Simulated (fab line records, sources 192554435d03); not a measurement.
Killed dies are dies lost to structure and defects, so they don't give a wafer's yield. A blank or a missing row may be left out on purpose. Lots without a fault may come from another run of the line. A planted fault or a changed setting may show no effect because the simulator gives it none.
Which tool did it? | flow n5_finfet | 10 lots, 30 wafers sampled, at 5 steps of a route of 1938

WHAT THE GAUGES READ, wafer by wafer
The record holds no reading of a measuring or inspecting step that can be judged against a usual standard deviation.

WHICH TOOL RAN EACH LOT (tool, then ch and the chambers of the sampled wafers, then the start)
lot  | N5_BEOL_M8_ILD_DEP_00           | N5_BEOL_M8_CURE_74            | N5_BEOL_M8_ETCH_61                 | N5_BEOL_M8_ETCH_62                 | N5_PASSIVATION_PROBE_49
L448 | pecvd-01 ch 0,1,2, day 9 08:18  | uv_cure-03 ch 2, day 9 08:27  | rie_diel-01 ch 1,2, day 9 10:35    | rie_diel-01 ch 1,2, day 9 10:38    | prober-02, day 12 19:46
L450 | pecvd-01 ch 0,1, day 9 19:31    | uv_cure-01 ch 1, day 9 19:34  | rie_diel-03 ch 1,2,3, day 9 20:52  | rie_diel-03 ch 1,2,3, day 9 20:55  | prober-01, day 13 04:12
L453 | pecvd-02 ch 0,2, day 10 09:18   | uv_cure-01 ch 1, day 10 09:27 | rie_diel-01 ch 1,2,3, day 10 11:35 | rie_diel-01 ch 1,2,3, day 10 11:38 | prober-02, day 13 15:29
L456 | pecvd-02 ch 0,1,2, day 11 17:25 | uv_cure-01 ch 1, day 11 17:34 | rie_diel-01 ch 0,1, day 11 18:52   | rie_diel-01 ch 0,1, day 11 18:55   | prober-02, day 15 02:25
L457 | pecvd-02 ch 0,2, day 12 07:20   | uv_cure-01 ch 1, day 12 07:38 | rie_diel-01 ch 1,2,3, day 12 10:29 | rie_diel-01 ch 1,2,3, day 12 10:33 | prober-02, day 15 05:19
L463 | pecvd-02 ch 0,1,2, day 13 01:01 | uv_cure-02 ch 2, day 13 01:27 | rie_diel-03 ch 0,1,2, day 13 05:18 | rie_diel-03 ch 0,1,2, day 13 05:21 | prober-01, day 16 07:57
L464 | pecvd-01 ch 0,2, day 13 21:40   | uv_cure-02 ch 1, day 13 21:43 | rie_diel-06 ch 0,1,3, day 13 23:12 | rie_diel-06 ch 0,1,3, day 13 23:15 | prober-01, day 16 16:11
L467 | pecvd-01 ch 0,1,2, day 15 02:41 | uv_cure-03 ch 2, day 15 02:58 | rie_diel-01 ch 0,2,3, day 15 05:11 | rie_diel-01 ch 0,2,3, day 15 05:17 | prober-02, day 17 23:19
L468 | pecvd-04 ch 1,2, day 15 06:04   | uv_cure-03 ch 0, day 15 06:08 | rie_diel-03 ch 2,3, day 15 09:28   | rie_diel-03 ch 2,3, day 15 09:31   | prober-02, day 18 08:11
L469 | pecvd-01 ch 0,2, day 16 17:04   | uv_cure-01 ch 1, day 16 17:15 | rie_diel-01 ch 1,2,3, day 16 19:29 | rie_diel-01 ch 1,2,3, day 16 19:32 | prober-01, day 19 17:58
- N5_BEOL_M8_ILD_DEP_00: deposits SiCOH lowk from DEMS/porogen, target thk 179.75 nm, time 33.4 s.
- N5_BEOL_M8_CURE_74: cures SiCOH lowk, time 240 s.
- N5_BEOL_M8_ETCH_61: etches SiARC in CF4, target depth 45.5 nm, time 75.8 s.
- N5_BEOL_M8_ETCH_62: etches SOC in N2/H2, target depth 110 nm, overetch 22 nm, time 165 s.
- N5_PASSIVATION_PROBE_49

WHAT THE TOOLS THEMSELVES READ (means of the sampled wafers that have a number; where no wafer has one, the mark that the record gives instead)
N5_BEOL_M8_ILD_DEP_00. Usual: heater_power_w 296 W, standard deviation 43; rf_fwd_power_W 495.1 W, standard deviation 1.9; showerhead_plenum_p_Torr 5.738 Torr, standard deviation 0.014; throttle_valve_pct 13.6 %, standard deviation 0.57.
lot  | tool     | heater_power_w (W) | rf_fwd_power_W (W) | showerhead_plenum_p_Torr (Torr) | throttle_valve_pct (%) | flag
L448 | pecvd-01 | 285                | 495.6              | 5.741                           | 13.6                   |
L450 | pecvd-01 | 281                | 493.3              | 5.757                           | 14.2                   |
L453 | pecvd-02 | 283                | 494.6              | 5.737                           | 13.7                   |
L456 | pecvd-02 | 290                | 495.0              | 5.736                           | 13.4                   |
L457 | pecvd-02 | 289                | 493.8              | 5.734                           | 13.3                   |
L463 | pecvd-02 | 289                | 494.5              | 5.736                           | 13.6                   |
L464 | pecvd-01 | 307                | 494.9              | 5.743                           | 13.7                   |
L467 | pecvd-01 | 264                | 496.0              | 5.747                           | 13.6                   |
L468 | pecvd-04 | 343                | 497.8              | 5.739                           | 13.2                   |
L469 | pecvd-01 | 265                | 495.4              | 5.760                           | 13.8                   |

N5_BEOL_M8_CURE_74. Usual: lamp_power_pct 52.32 %, standard deviation 0.056; wafer_temp_C_max 386.8, standard deviation 0.8.
lot  | tool       | lamp_power_pct (%) | wafer_temp_C_max | flag
L448 | uv_cure-03 | 52.30              | 387.4            |
L450 | uv_cure-01 | 52.31              | 386.0            |
L453 | uv_cure-01 | 52.35              | 386.3            |
L456 | uv_cure-01 | 52.29              | 385.8            |
L457 | uv_cure-01 | 52.32              | 385.9            |
L463 | uv_cure-02 | 52.27              | 386.1            |
L464 | uv_cure-02 | 52.31              | 387.9            |
L467 | uv_cure-03 | 52.32              | 387.3            |
L468 | uv_cure-03 | 52.31              | 387.8            |
L469 | uv_cure-01 | 52.35              | 386.2            |

N5_BEOL_M8_ETCH_61. Usual: bias_w 36.01 W, standard deviation 0.096; drypump_motor_current_A 5.6 A, standard deviation 0.33; etch_rf_on_time_s 76.5 s, standard deviation 2.1; oes_product_au 0.66 a.u., standard deviation 0.065; rf_fwd_power_W 540.2 W, standard deviation 1.9; rf_vpp_V 184.3 V, standard deviation 1; showerhead_plenum_p_Torr 2.16 Torr, standard deviation 0.054; throttle_valve_pct 15.63 %, standard deviation 0.25.
lot  | tool        | bias_w (W) | drypump_motor_current_A (A) | etch_rf_on_time_s (s) | oes_product_au (a.u.) | rf_fwd_power_W (W) | rf_vpp_V (V) | showerhead_plenum_p_Torr (Torr) | throttle_valve_pct (%) | flag
L448 | rie_diel-01 | 36.12      | 5.6                         | 75.4                  | 0.63                  | 540.5              | 184.5        | 2.21                            | 15.92                  |
L450 | rie_diel-03 | 35.91      | 5.7                         | 78.3                  | 0.61                  | 539.9              | 184.4        | 2.14                            | 15.69                  |
L453 | rie_diel-01 | 36.06      | 5.6                         | 77.0                  | 0.64                  | 539.8              | 184.7        | 2.17                            | 15.74                  |
L456 | rie_diel-01 | 36.05      | 5.6                         | 75.0                  | 0.65                  | 540.3              | 185.5        | 2.22                            | 15.70                  |
L457 | rie_diel-01 | 36.09      | 5.6                         | 76.5                  | 0.71                  | 539.6              | 184.5        | 2.17                            | 15.59                  |
L463 | rie_diel-03 | 36.02      | 5.8                         | 79.3                  | 0.64                  | 542.2              | 183.7        | 2.14                            | 15.69                  |
L464 | rie_diel-06 | 36.13      | 5.5                         | 73.9                  | 0.70                  | 540.7              | 184.3        | 2.16                            | 15.74                  |
L467 | rie_diel-01 | 36.05      | 5.6                         | 76.4                  | 0.70                  | 540.5              | 184.1        | 2.17                            | 15.42                  |
L468 | rie_diel-03 | 36.06      | 5.6                         | 78.1                  | 0.66                  | 539.6              | 184.4        | 2.12                            | 15.64                  |
L469 | rie_diel-01 | 35.92      | 5.6                         | 76.5                  | 0.67                  | 541.1              | 183.7        | 2.15                            | 15.66                  |

N5_BEOL_M8_ETCH_62. Usual: bias_w 150.0 W, standard deviation 0.49; drypump_motor_current_A 5.6 A, standard deviation 0.32; oes_product_au 0.66 a.u., standard deviation 0.063; rf_fwd_power_W 837.8 W, standard deviation 2.7; rf_vpp_V 524.5 V, standard deviation 2.1; showerhead_plenum_p_Torr 2.57 Torr, standard deviation 0.075; throttle_valve_pct 17.83 %, standard deviation 0.27.
lot  | tool        | bias_w (W) | drypump_motor_current_A (A) | oes_product_au (a.u.) | rf_fwd_power_W (W) | rf_vpp_V (V) | showerhead_plenum_p_Torr (Torr) | throttle_valve_pct (%) | flag
L448 | rie_diel-01 | 150.0      | 5.6                         | 0.62                  | 836.8              | 526.1        | 2.64                            | 18.15                  |
L450 | rie_diel-03 | 149.7      | 5.7                         | 0.62                  | 838.8              | 523.6        | 2.53                            | 17.79                  |
L453 | rie_diel-01 | 150.0      | 5.6                         | 0.65                  | 840.3              | 525.2        | 2.58                            | 18.01                  |
L456 | rie_diel-01 | 137.8      | 5.6                         | 0.64                  | 839.1              | 500.3        | 2.66                            | 17.93                  | OFF
L457 | rie_diel-01 | 144.9      | 5.6                         | 0.71                  | 836.1              | 512.2        | 2.57                            | 17.88                  | OFF
L463 | rie_diel-03 | 150.1      | 5.8                         | 0.65                  | 838.7              | 524.0        | 2.52                            | 17.71                  |
L464 | rie_diel-06 | 149.6      | 5.6                         | 0.68                  | 837.3              | 523.6        | 2.56                            | 17.95                  |
L467 | rie_diel-01 | 150.2      | 5.6                         | 0.70                  | 840.2              | 525.4        | 2.58                            | 17.75                  |
L468 | rie_diel-03 | 149.6      | 5.5                         | 0.67                  | 834.7              | 523.3        | 2.51                            | 17.84                  |
L469 | rie_diel-01 | 149.8      | 5.6                         | 0.67                  | 837.0              | 524.4        | 2.56                            | 17.94                  |

N5_PASSIVATION_PROBE_49. Usual: defect_limited_yield 91.0 %, standard deviation 1.3; killed_at_M0_to_M3 33, standard deviation 10; killed_at_M4_up 14, standard deviation 5.6; killed_at_contacts 12, standard deviation 5.8; killed_at_front_end 43, standard deviation 11; killed_at_other 4.1, standard deviation 2.8; killed_dies 106, standard deviation 15; killed_on_rim 14, standard deviation 3.9; killed_open 70, standard deviation 12; killed_short 34, standard deviation 7.5; sort_bin_4_leakage 0.00 %, standard deviation 0.0099; sort_bin_5_function 5.3 %, standard deviation 0.88; sort_bin_6_memory 3.3 %, standard deviation 0.64; sort_n_pass 1074, standard deviation 15; sort_yield_pct 91.0 %, standard deviation 1.3.
lot  | tool      | defect_limited_yield (%) | killed_at_M0_to_M3 | killed_at_M4_up | killed_at_contacts | killed_at_front_end | killed_at_other | killed_dies | killed_on_rim | killed_open | killed_short | sort_bin_4_leakage (%) | sort_bin_5_function (%) | sort_bin_6_memory (%) | sort_n_pass | sort_yield_pct (%) | flag
L448 | prober-02 | 90.7                     | 32                 | 8               | 11                 | 55                  | 3.3             | 110         | 14            | 66          | 43           | 0.00                   | 5.4                     | 3.5                   | 1070        | 90.7               |
L450 | prober-01 | 90.9                     | 40                 | 13              | 11                 | 39                  | 4.0             | 108         | 17            | 71          | 34           | 0.00                   | 5.4                     | 3.4                   | 1072        | 90.9               |
L453 | prober-02 | 89.3                     | 28                 | 13              | 19                 | 59                  | 6.3             | 126         | 17            | 91          | 34           | 0.00                   | 6.3                     | 4.1                   | 1054        | 89.3               |
L456 | prober-02 | 91.3                     | 31                 | 8               | 8                  | 50                  | 5.0             | 103         | 15            | 65          | 36           | 0.00                   | 5.1                     | 3.2                   | 1077        | 91.3               |
L457 | prober-02 | 90.2                     | 35                 | 9               | 11                 | 57                  | 4.3             | 116         | 17            | 78          | 36           | 0.00                   | 6.0                     | 3.4                   | 1064        | 90.2               |
L463 | prober-01 | 92.4                     | 29                 | 11              | 12                 | 31                  | 6.0             | 89          | 11            | 58          | 30           | 0.00                   | 4.3                     | 2.9                   | 1091        | 92.4               |
L464 | prober-01 | 91.6                     | 19                 | 22              | 12                 | 44                  | 3.3             | 100         | 11            | 64          | 35           | 0.03                   | 4.9                     | 3.2                   | 1080        | 91.6               | OFF
L467 | prober-02 | 90.6                     | 42                 | 16              | 7                  | 43                  | 3.3             | 111         | 14            | 71          | 40           | 0.00                   | 5.9                     | 3.3                   | 1069        | 90.6               |
L468 | prober-02 | 91.4                     | 25                 | 20              | 13                 | 36                  | 7.3             | 102         | 14            | 66          | 35           | 0.00                   | 5.0                     | 3.2                   | 1078        | 91.4               |
L469 | prober-01 | 92.1                     | 33                 | 9               | 15                 | 31                  | 4.7             | 93          | 12            | 60          | 30           | 0.00                   | 4.8                     | 2.7                   | 1087        | 92.1               |

THE ANSWER, worked out from the rows above alone
Rule: a lot is off if the mean of its wafers that have a number lies more than 3 standard deviations from the usual mean. A lot without any number at a reading at which 4 lots or more have one is off too. The other lots that the step has rows for count as sound. The gauges are gone through in route order, then the tools' own readings, and for those a lot's mean is taken as printed above. The first step at which some lot is off is used, and at that step the reading that is off furthest; a lot without a number counts as furthest.
Off: L456, L457, at N5_BEOL_M8_ETCH_62 (bias_w).
A tool fits if, at that step or a process step before it, it ran every lot that is off, and no sound lot after the first of them. None of those tried fits.

WHAT THE SIMULATOR HAD PUT IN
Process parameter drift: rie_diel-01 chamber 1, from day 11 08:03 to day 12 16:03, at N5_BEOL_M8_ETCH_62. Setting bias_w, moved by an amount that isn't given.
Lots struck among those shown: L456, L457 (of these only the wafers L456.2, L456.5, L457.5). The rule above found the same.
